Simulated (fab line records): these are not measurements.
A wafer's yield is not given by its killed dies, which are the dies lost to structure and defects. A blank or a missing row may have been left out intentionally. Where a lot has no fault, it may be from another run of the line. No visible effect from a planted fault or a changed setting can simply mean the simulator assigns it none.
2 desks, one fault :: flow nandHarc :: every desk sees just its own numbers, and what lay behind them comes last

## FROM THE METROLOGY DESK
Means of the sampled wafers that have a number, per lot and without regard to the tool the lot ran on: this is what the gauges read. Any lot whose mean is over 4 standard deviations away from the usual mean is out of limits and marked OUT; that distance is given in the brackets.
Columns: A = thkNm at NHARC_A_ONON_D1_THK_MEAS_05, usual 1001 nm
lot: L556
first seen here: day 7 23:37
A: 1007

lot: L557
first seen here: day 7 23:38
A: 997

lot: L559
first seen here: day 7 23:41
A: 993

lot: L561
first seen here: day 8 11:35
A: 1002

lot: L560
first seen here: day 8 11:43
A: 983

lot: L562
first seen here: day 9 10:02
A: 1005

lot: L565
first seen here: day 9 20:05
A: 1016

lot: L571
first seen here: day 10 19:14
A: 1566 (+67) OUT

lot: L569
first seen here: day 10 19:36
A: 1566 (+67) OUT

lot: L574
first seen here: day 12 03:14
A: 1000

lot: L576
first seen here: day 12 03:17
A: 1009

lot: L578
first seen here: day 12 20:10
A: 1001

lot: L579
first seen here: day 13 07:13
A: 1001
This desk's verdict: out of limits on L569, L571, starting with L571 at day 10 19:14 (thkNm at NHARC_A_ONON_D1_THK_MEAS_05). L556, L557, L559, L561, L560, L562, L565, L574, L576, L578, L579: within limits.

## THE DEFECT DESK
For each lot, the counts of the inspections along the route, averaged over the sampled wafers that have a number. Any lot whose mean is over 4 standard deviations away from the usual mean is out of limits and marked OUT; that distance is given in the brackets.
Columns: A = rawDefectCount at NHARC_A_START_INSPECT_01, usual 4.0
lot: L557
first seen here: day 6 20:56
A: 4.0

lot: L556
first seen here: day 6 21:34
A: 3.0

lot: L559
first seen here: day 7 00:38
A: 4.3

lot: L560
first seen here: day 7 10:58
A: 6.3

lot: L561
first seen here: day 7 12:02
A: 3.0

lot: L562
first seen here: day 8 10:42
A: 3.3

lot: L565
first seen here: day 8 19:52
A: 4.7

lot: L571
first seen here: day 9 17:51
A: 3.7

lot: L569
first seen here: day 9 21:17
A: 3.3

lot: L574
first seen here: day 11 00:40
A: 4.3

lot: L576
first seen here: day 11 06:53
A: 6.0

lot: L578
first seen here: day 11 22:13
A: 5.7

lot: L579
first seen here: day 12 05:45
A: 4.0
This desk's verdict: no lot among the 13 shows anything out of limits.

## PUT TOGETHER
Metrology desk: alarm possible at day 10 19:14 on L569, L571.
Nothing the defect desk looked at was out of limits.
The defect desk has L569, L571 on record, within its limits.
NHARC_A_ONON_D1_DEP_03 was run on pecvdOnon-04 by each of the lots named.

## WHAT HAD BEEN PUT IN BY THE SIMULATOR
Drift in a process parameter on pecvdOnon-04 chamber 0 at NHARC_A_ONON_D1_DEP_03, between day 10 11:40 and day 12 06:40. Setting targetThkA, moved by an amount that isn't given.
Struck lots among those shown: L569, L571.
Time in hours between the start of the fault and the first out-of-limits reading at each desk: metrology desk, 8.
